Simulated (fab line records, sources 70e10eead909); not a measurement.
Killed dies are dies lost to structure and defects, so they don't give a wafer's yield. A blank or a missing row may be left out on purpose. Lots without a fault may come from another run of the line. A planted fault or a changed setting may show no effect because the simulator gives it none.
fab line records | flow nand_harc | part 2 of 2: steps 25 to 33 of 33
record lots=5 wafers=15 last_day=25
route steps=1159 shown P_ZERO_WELL@65 P_STI@69
lots that met no fault: from a run of the same line without faults
start_h: hours from the record's first day to the start of the lot's first wafer shown | wait_h: hours since the lot's step before | " the same as in the row above | L1.1+2: a row that stands for several wafers | - no value, or no start given | * or withheld: withheld | < > ~ a bound
route shown NAME@n: a module of which the file shows steps, and the number in the route of the first | usual: mean/standard deviation of fault-free wafers | same: alike in all rows | chamber/n: place in a boat | sites: the reading at each site | _std_site: their standard deviation | _edge_site: outer sites' mean less inner sites' | radius_mm: how far each site lies from the wafer's centre | mask NAME#n: copy n | behind: the tool/chamber that last shaped the wafer | hold: why the lot was held/for how many hours/how that ended | device: the transistor (n, p or np) that didn't switch | end of line: the same wafers' tests at the end of the route | a step without rows: its recipe alone | killed: dies lost to structure and defects at the first sort, not the wafer's yield | map: a wafer's dies, x killed, . not, _ none there
set.NAME: the setting as run; set.NAME@STEP: as run at that earlier step | model.NAME: the simulator's own value behind a step, which no gauge read
lots at some steps of the route; a table a step, a row a wafer
services: from which hour (start_h, from the record's first day; less than 0 if before it) a tool's chamber was out of use, for how many hours, and why
## steps
# step NHARC_P_STI_ETCH_31
# recipe target_depth_a=1089 time_s=54.5 cf4_flow_sccm=100 chf3_flow_sccm=30 ar_flow_sccm=0 rf_w=500 bias_w=200 chemistry=CF4/CHF3
# usual drypump_motor_current_A=5.7/0.41 mfc_ar_sccm=0.006/0.009 oes_product_au=0.957/0.02 rf_vpp_V=370.1/1.6 showerhead_plenum_p_Torr=1.56/0.044 throttle_valve_pct=16.803/0.0094
# columns lot.wafer tool chamber start_h wait_h drypump_motor_current_A mfc_ar_sccm oes_product_au rf_hours_counter_h rf_vpp_V showerhead_plenum_p_Torr throttle_valve_pct
L076.4 rie_diel-06 1 - - 6.1 0 0.949 11 369.2 1.54 16.785
L076.3 " 2 " " 6.0 0 0.957 10 370.5 1.54 16.808
L076.6 " 1 " " 6.1 0 0.944 - 369.4 1.54 16.794
L079.3 rie_diel-07 3 - - 6.0 0.020 1.001 0 370.1 1.56 16.801
L079.4 " 1 " " 5.1 0 0.960 0 369.3 1.54 16.792
L079.5 " 2 " " 6.0 0.018 0.958 - 372.6 1.59 16.792
L081.1 rie_diel-07 3 - - 5.9 0.020 0.967 1 369.7 1.56 16.823
L081.6 " 2 " " 6.0 0.018 0.967 - 370.2 1.59 16.784
L081.5 " 3 " " 5.9 0.020 0.976 - 370.2 1.56 16.801
L088.2 rie_diel-07 1 - - 5.1 0 0.958 2 369.2 1.54 16.787
L088.4 " 3 " " 5.9 0.020 0.985 2 369.9 1.56 16.805
L088.5 " 2 " " 6.0 0.018 0.979 - 371.4 1.59 16.805
L094.4 rie_diel-07 2 - - 5.9 0.018 0.978 2 370.5 1.59 16.796
L094.6 " 2 " " 6.0 0.018 0.983 - 371.3 1.59 16.796
L094.5 " 3 " " 5.9 0.020 0.980 - 370.6 1.56 16.806
# step NHARC_P_STI_ETCH_15
# recipe target_depth_a=3000 taper_deg=4 time_s=100.1 hbr_flow_sccm=150 cl2_flow_sccm=50 rf_w=400 icp_w=400 bias_w=100 chemistry=HBr/Cl2
# usual drypump_motor_current_A=5.6/0.61 he_backside_leak_sccm=2.70/0.3 oes_product_au=0.993/0.0093 throttle_valve_pct=26.405/0.0093
# columns lot.wafer tool chamber start_h wait_h drypump_motor_current_A he_backside_leak_sccm oes_product_au rf_hours_counter_h throttle_valve_pct
L076.3 rie_si-05 0 49.79 - 6.6 2.38 0.996 1.2 26.413
L076.4 " 1 " " 5.0 2.81 0.994 1.2 26.400
L076.6 " 3 " " 4.8 2.83 0.985 - 26.412
L079.3 rie_si-03 3 65.42 - 6.7 2.40 1.002 0.5 26.410
L079.4 " 2 " " 5.3 2.78 0.996 0.5 26.411
L079.5 " 0 " " 6.3 2.76 1.009 - 26.411
L081.1 rie_si-03 0 74.61 - 6.3 2.74 0.988 0.7 26.415
L081.6 " 3 " " 6.7 2.56 0.993 - 26.414
L081.5 " 0 " " 6.2 2.75 0.976 - 26.411
L088.2 rie_si-06 3 126.06 - 5.8 2.94 0.982 0.9 26.402
L088.4 " 0 " " 5.3 2.69 0.984 0.9 26.399
L088.5 " 3 " " 5.8 2.69 0.978 - 26.404
L094.4 rie_si-06 2 157.51 - 5.5 2.58 0.979 1.1 26.393
L094.5 " 0 " " 5.3 2.88 0.995 - 26.420
L094.6 " 1 " " 4.8 2.79 0.997 - 26.410
# step NHARC_P_STI_CD_MEAS_16
# usual cd_nm=198.4/2.5
# columns lot.wafer tool chamber start_h wait_h cd_nm
L076.3 cd_sem-01 - 49.94 - 200.4
L076.4 " - " " 197.4
L076.6 " - " " 197.6
L079.3 cd_sem-03 - 65.58 - 206.6
L079.4 " - " " 199.6
L079.5 " - " " 202.5
L081.1 cd_sem-01 - 74.75 - 199.0
L081.5 " - " " 199.1
L081.6 " - " " 201.4
L088.2 cd_sem-03 - 126.21 - 198.8
L088.4 " - " " 199.8
L088.5 " - " " 200.1
L094.4 cd_sem-01 - 157.65 - 197.7
L094.5 " - " " 201.7
L094.6 " - " " 199.4
# step NHARC_P_STI_OCD_MEAS_17
# usual trench_depth_nm=297/3.8 trench_foot_cd_nm=157.9/2.1
# columns lot.wafer tool chamber start_h wait_h trench_depth_nm trench_foot_cd_nm
L076.3 ocd-02 - 50.03 0.1 300 159.8
L076.4 " - " " 298 157.6
L076.6 " - " " 297 157.9
L079.3 ocd-01 - 65.67 0.1 301 162.9
L079.4 " - " " 296 159.2
L079.5 " - " " 297 160.8
L081.1 ocd-01 - 74.84 0.1 293 156.9
L081.5 " - " " 293 156.1
L081.6 " - " " 300 159.5
L088.2 ocd-02 - 126.29 0.1 290 159.8
L088.4 " - " " 291 157.6
L088.5 " - " " 292 159.1
L094.4 ocd-01 - 157.74 0.1 293 157.2
L094.5 " - " " 299 159.6
L094.6 " - " " 297 159.3
# step NHARC_P_STI_STRIP_19
# recipe time_s=900 temp_c=130 chemistry=SPM
# usual temp_c=129.99/0.14
# columns lot.wafer tool chamber start_h wait_h temp_c
L076.3 wet_bench-02 2 50.09 0.1 130.04
L076.4 " 3 " " 130.23
L076.6 " 4 " " 130.13
L079.3 wet_bench-02 2 65.72 0.1 129.82
L079.5 " 5 " " 129.79
L079.4 " 6 " " 129.96
L081.1 wet_bench-04 0 74.90 0.1 129.89
L081.6 " 1 " " 130.00
L081.5 " 5 " " 129.91
L088.4 wet_bench-04 3 126.35 0.0 130.05
L088.2 " 7 " " 130.21
L088.5 " 0 " " 130.18
L094.4 wet_bench-02 4 157.79 0.0 130.13
L094.5 " 0 " " 130.20
L094.6 " 1 " " 130.01
# step NHARC_P_STI_PRECLEAN_32
# recipe time_s=* temp_c=50 bath_age_min=0 chemistry=SC1
# usual temp_c=50.00/0.11
# columns lot.wafer tool chamber start_h wait_h temp_c
L076.3 wet_bench-02 2 - - 50.05
L076.4 " 3 " " 50.13
L076.6 " 4 " " 49.95
L079.3 wet_bench-02 2 - - 50.12
L079.5 " 5 " " 50.10
L079.4 " 6 " " 49.82
L081.1 wet_bench-04 0 - - 50.20
L081.6 " 1 " " 50.01
L081.5 " 5 " " 49.96
L088.4 wet_bench-04 3 - - 50.13
L088.2 " 7 " " 49.77
L088.5 " 0 " " 50.00
L094.4 wet_bench-02 4 - - 50.12
L094.5 " 0 " " 49.99
L094.6 " 1 " " 49.94
# step NHARC_P_STI_SRD_23
# columns lot.wafer tool chamber start_h wait_h
L076.3+4+6 wet_bench-02 2,3,4 - -
L079.3+5+4 wet_bench-02 2,5,6 - -
L081.1+6+5 wet_bench-04 0,1,5 - -
L088.4+2+5 wet_bench-04 3,7,0 - -
L094.4+5+6 wet_bench-02 4,0,1 - -
# step NHARC_P_STI_OCD_MEAS_43
# usual trench_depth_nm=297/3.8 trench_foot_cd_nm=157.9/2.2
# columns lot.wafer tool chamber start_h wait_h trench_depth_nm trench_foot_cd_nm
L076.3 ocd-01 - 50.53 - 300 159.1
L076.4 " - " " 297 157.4
L076.6 " - " " 297 158.1
L079.3 ocd-02 - 66.18 - 300 163.2
L079.4 " - " " 296 159.0
L079.5 " - " " 297 160.2
L081.1 ocd-01 - 75.35 - 293 157.0
L081.5 " - " " 293 156.5
L081.6 " - " " 300 159.1
L088.2 ocd-02 - 126.81 - 290 159.5
L088.4 " - " " 291 157.3
L088.5 " - " " 292 158.9
L094.4 ocd-01 - 158.26 - 294 156.7
L094.5 " - " " 299 159.2
L094.6 " - " " 297 159.4
# step NHARC_P_STI_OXIDE_33
# recipe target_thk_a=100 temp_c=1000 ox_time_s=281 material=SiO2
# usual ox_temp_c=1000.0/0.5 spike_tc_bottom_C=1018/3.3 zone_power_top_pct=40.3/2.8
# columns lot.wafer tool chamber start_h wait_h ox_temp_c spike_tc_bottom_C zone_power_top_pct
L076.3 furnace-02 0 56.98 6.4 999.6 1019 42.6
L076.4 " 0 " " 999.8 1020 41.5
L076.6 " 0 " " 1000.2 1021 41.9
L079.3 furnace-02 0 72.71 6.5 1000.0 1020 42.8
L079.4 " 0 " " 998.4 1021 42.1
L079.5 " 0 " " 999.5 1022 42.7
L081.1 furnace-02 0 81.54 6.2 999.3 1021 42.0
L081.5 " 0 " " 999.6 1022 42.2
L081.6 " 0 " " 1000.2 1021 42.7
L088.2 furnace-01 0 141.40 14.6 1000.5 1014 36.0
L088.4 " 0 " " 1000.6 1015 36.3
L088.5 " 0 " " 1000.5 1016 36.7
L094.4 furnace-02 0 162.18 3.9 1000.0 1021 42.0
L094.5 " 0 " " 999.4 1020 41.8
L094.6 " 0 " " 1000.9 1020 42.8
## services
# columns tool chamber start_h hours kind
rie_diel-07 1 9.89 8.9 repair
wet_bench-02 0 12.00 - consumable_replace:bath
litho_track-07 - 14.00 7.0 pm
rie_si-03 1 35.85 4.2 repair
wet_bench-01 - 37.60 8.0 pm
krf_scanner-02 - 38.00 4.0 pm
litho_track-03 - 38.00 7.0 pm
rie_diel-06 1 42.25 4.2 repair
krf_scanner-02 - 51.03 0.6 repair
rie_diel-07 - 51.20 9.0 pm
rie_si-05 - 62.00 9.0 pm
rie_diel-06 - 64.33 9.0 pm
rie_si-05 1 89.11 13.4 repair
rie_diel-07 2 92.97 4.2 repair
wet_bench-07 - 96.00 8.0 pm
krf_scanner-03 - 97.92 0.3 repair
rie_si-03 0 103.64 3.1 repair
krf_scanner-02 - 106.75 0.8 repair
furnace-02 - 111.93 26.0 pm
wet_bench-09 - 112.80 8.0 pm
wet_bench-01 - 144.16 0.7 repair
wet_bench-03 - 146.40 8.0 pm
rie_si-03 - 155.00 9.0 pm
krf_scanner-03 - 157.18 0.8 repair
